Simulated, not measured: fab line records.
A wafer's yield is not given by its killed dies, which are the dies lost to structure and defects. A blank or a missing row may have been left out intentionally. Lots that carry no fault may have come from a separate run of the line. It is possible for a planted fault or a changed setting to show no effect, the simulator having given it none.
Comparing a struck lot with a sound one -- flow nand_harc -- 15 out of 1159 route steps
Sound: wafers L899.2, L899.4, L899.6. Wafers struck: L898.1, L898.3, L898.6. The cause is named last.
Each step with rows lists, per side, the tool, then ch with its chambers, then its first start. Under that, the readings that differ: sound wafers -- struck wafers -- difference of the means -- sigmas: that difference in standard deviations of wafers without a fault.
alike: a reading whose means differ by less than 2 such deviations, as well as words and numbers matching on both sides. not compared: withheld readings; readings where some wafer has no value; bounds like >300 that might hide an equal value; numbers whose values overlap and for which the record gives no deviation.
Wherever a step has rows on one side only, a row that says differs or no value, or a row with sigmas, the two part there. Non-overlapping numbers with no deviation appear without sigmas and do not part them. A reading that every wafer of one side lacks parts them only if that side has two wafers or more.

NHARC_P_BONDPAD_OVL_MEAS_38:
  sound on overlay-02, day 11 10:56; struck on overlay-02, day 11 01:46
  alike: overlay_x_nm, overlay_y_nm
then, 1 step without rows for these wafers: NHARC_P_BONDPAD_HARDBAKE_10 (time 65 s).
NHARC_P_BONDPAD_DESCUM_11: chemistry O2, time 3 s.
  sound on rie_diel-09 ch 0,1, day 11 11:04; struck on rie_diel-09 ch 0,2,3, day 11 01:55
  alike: drypump_motor_current_A, oes_product_au, rf_vpp_V, showerhead_plenum_p_Torr, throttle_valve_pct
  not compared: rf_hours_counter_h
NHARC_P_BONDPAD_ETCH_37: etches the open film in N2/H2, target depth 60 nm, overetch 18 nm, time 65.91 s.
  sound on rie_diel-09 ch 0,1,3, day 11 11:10; struck on rie_diel-09 ch 1,2, day 11 01:59
  alike: drypump_motor_current_A, h2_flow_sccm, n2_flow_sccm, oes_product_au, rf_vpp_V, showerhead_plenum_p_Torr, throttle_valve_pct
  not compared: rf_hours_counter_h
then, 1 step without rows for these wafers: NHARC_P_BONDPAD_ETCH_12 (etches the open film in CHF3/O2, target depth 200 nm, time 100 s).
NHARC_P_BONDPAD_CD_MEAS_13:
  sound on cd_sem-03, day 11 11:23; struck on cd_sem-02, day 11 02:13
  alike: cd_nm
NHARC_P_BONDPAD_STRIP_15: strips in O2.
  sound on rie_diel-09 ch 0,1, day 11 11:28; struck on rie_diel-09 ch 2,3, day 11 02:17
  alike: drypump_motor_current_A, oes_product_au, rf_vpp_V, showerhead_plenum_p_Torr, throttle_valve_pct
  not compared: rf_hours_counter_h
then, 2 steps without rows for these wafers: NHARC_P_BONDPAD_ETCH_24 (etches the open film in CF4/N2, target depth 30 nm, time 72.99 s); NHARC_P_BONDPAD_STRIP_16 (strips in post etch residue remover, time 600 s).
NHARC_P_BONDPAD_DEGAS_25: time 60 s.
  sound on pvd_sputter-03, day 11 12:01; struck on pvd_sputter-01, day 11 02:51
  alike: heater_power_w
then, 1 step without rows for these wafers: NHARC_P_BONDPAD_PRE_CLEAN_26 (time 30 s).
NHARC_P_BONDPAD_PVD_17: deposits TaN, target thk 5 nm, time 8.06 s.
  sound on pvd_sputter-03; struck on pvd_sputter-01
  alike: bias_v, cathode_dc_power_W, throttle_valve_pct
NHARC_P_BONDPAD_PVD_27: deposits Cu, target thk 30 nm, time 20.49 s.
  sound on pvd_sputter-03, day 11 12:14; struck on pvd_sputter-01, day 11 03:05
  no value came back on the struck wafers for cathode_dc_power_W (W), chamber_pressure_pa (Pa), throttle_valve_pct (%); on the sound wafers cathode_dc_power_W (W) reads 5001.0 5001.0 5001.1
then, 1 step without rows for these wafers: NHARC_P_BONDPAD_ECD_18 (material Cu, target thk 400 nm).
-- break in the record here, with 14 days between the starts of the struck wafers on either side (left off in module P_BONDPAD, picked up again in module END, where the first step shown is number 1159 on the route) --
NHARC_END_SORT_01:
  at this point the record logs the struck wafers (prober-01 ch 0, day 25 09:43) and has no rows for the sound ones

== WHERE THEY PART ==
Last at NHARC_END_SORT_01 as far as this record goes, first at NHARC_P_BONDPAD_PVD_27.

WHY: what the simulator had put in
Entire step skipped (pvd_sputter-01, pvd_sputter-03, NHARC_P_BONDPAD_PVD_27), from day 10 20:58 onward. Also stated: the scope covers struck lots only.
